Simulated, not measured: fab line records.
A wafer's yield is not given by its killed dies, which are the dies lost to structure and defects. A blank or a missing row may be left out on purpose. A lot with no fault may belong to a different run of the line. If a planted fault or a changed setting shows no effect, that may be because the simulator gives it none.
Split-lot trial	flow n5 finfet	route with 1938 steps; 7 lots, 39 wafers read

THE SPLIT ITSELF
At N5_FIN_SAQP_ETCH_65 (etches SiO2 in CF4, target depth 4 nm, time 4.4 s), the setting time s was moved away from the recipe's 4.4 s on 18 of the 39 wafers read, by -35.8% to +58.2%. This setting was run at the recipe's value on the other wafers.

Reading taken at the split's own step.

THE READING
etch.depth nm (the simulator's own value, which no gauge read), in nm, at N5_FIN_SAQP_ETCH_65 (etches SiO2 in CF4, target depth 4 nm, time 4.4 s). There is no usual value for it anywhere in the file. Here, 21 wafers ran the recipe; their average is 4.024 nm with a standard deviation of 0.082 nm.

wafer	tool, chamber at the split	time s as run, s	against the recipe	etch.depth nm, nm	against lot-mates on the recipe
L075.1	rie si-03, 3	4.4	recipe	3.918	-
L075.2	rie si-03, 2	4.4	recipe	3.973	-
L075.6	rie si-03, 2	4.4	recipe	3.957	-
L082.1	rie si-06, 3	3.708	-15.7%	3.385	-0.604
L082.2	rie si-06, 0	4.4	recipe	4.018	-
L082.3	rie si-06, 1	4.4	recipe	3.976	-
L082.4	rie si-06, 2	3.708	-15.7%	3.396	-0.593
L082.5	rie si-06, 1	3.708	-15.7%	3.386	-0.603
L082.6	rie si-06, 2	4.4	recipe	3.974	-
L088.1	rie si-02, 1	2.823	-35.8%	2.613	-1.543
L088.2	rie si-02, 3	4.4	recipe	4.242	-
L088.3	rie si-02, 2	2.823	-35.8%	2.556	-1.600
L088.4	rie si-02, 0	2.823	-35.8%	2.548	-1.608
L088.5	rie si-02, 3	4.4	recipe	4.227	-
L088.6	rie si-02, 0	4.4	recipe	3.999	-
L091.1	rie si-06, 2	5.284	+20.1%	4.845	+0.822
L091.2	rie si-06, 1	4.4	recipe	4.021	-
L091.3	rie si-06, 3	5.284	+20.1%	4.879	+0.856
L091.4	rie si-06, 0	5.284	+20.1%	4.759	+0.736
L091.5	rie si-06, 0	4.4	recipe	4.001	-
L091.6	rie si-06, 3	4.4	recipe	4.047	-
L092.1	rie si-03, 1	6.959	+58.2%	6.228	+2.254
L092.2	rie si-03, 3	4.4	recipe	3.937	-
L092.3	rie si-03, 0	4.4	recipe	4.016	-
L092.4	rie si-03, 2	6.959	+58.2%	6.272	+2.298
L092.5	rie si-03, 1	4.4	recipe	3.969	-
L092.6	rie si-03, 2	6.959	+58.2%	6.257	+2.283
L094.1	rie si-06, 3	3.565	-19.0%	3.316	-0.770
L094.2	rie si-06, 0	3.565	-19.0%	3.251	-0.835
L094.5	rie si-06, 0	3.565	-19.0%	3.251	-0.835
L094.3	rie si-06, 1	4.4	recipe	4.1	-
L094.4	rie si-06, 2	4.4	recipe	4.084	-
L094.6	rie si-06, 1	4.4	recipe	4.073	-
L097.1	rie si-06, 0	5.214	+18.5%	4.727	+0.734
L097.2	rie si-06, 1	5.214	+18.5%	4.789	+0.796
L097.3	rie si-06, 3	4.4	recipe	3.967	-
L097.4	rie si-06, 2	4.4	recipe	4.042	-
L097.5	rie si-06, 0	4.4	recipe	3.971	-
L097.6	rie si-06, 1	5.214	+18.5%	4.731	+0.738

THE FIT
A straight line over all 39 wafers: etch.depth nm changes by +0.0391 nm for each +1% of time s; r = +1.00; the points scatter about the line by 0.068 nm.
The same after taking each lot's own level away (the mean of its wafers on the recipe; 39 wafers): +0.0407 nm for each +1%; r = +1.00; scatter 0.06 nm.
Per that fit: largest time s move, reading shift of 2.4 nm.
The lots' own levels span 3.9493 to 4.1560 nm, that is 2.5 times the standard deviation above.
Consequently the slope shifts little with the lot-to-lot level, the two slopes agreeing.
Check: for one of the wafers moved furthest among these (+58.2%), held out of the fit, the line's prediction against its lot-mates is +2.37 nm. It came out at +2.25 nm against them.

FURTHER SPLITS ON THESE WAFERS
Note: prior to the reading, these wafers also went through further splits. Each is held against what the fit with the lots' levels taken away leaves over:
other split on the same wafers	wafers away from the commonest value	r with etch.depth nm (lot level and that fit taken away)
N5_ZERO_LAYER_PECVD_02 time s	15	-0.06

FILE'S OWN FIT
etch.depth nm changes by +0.0406 nm for each +1% of time s, r = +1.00.
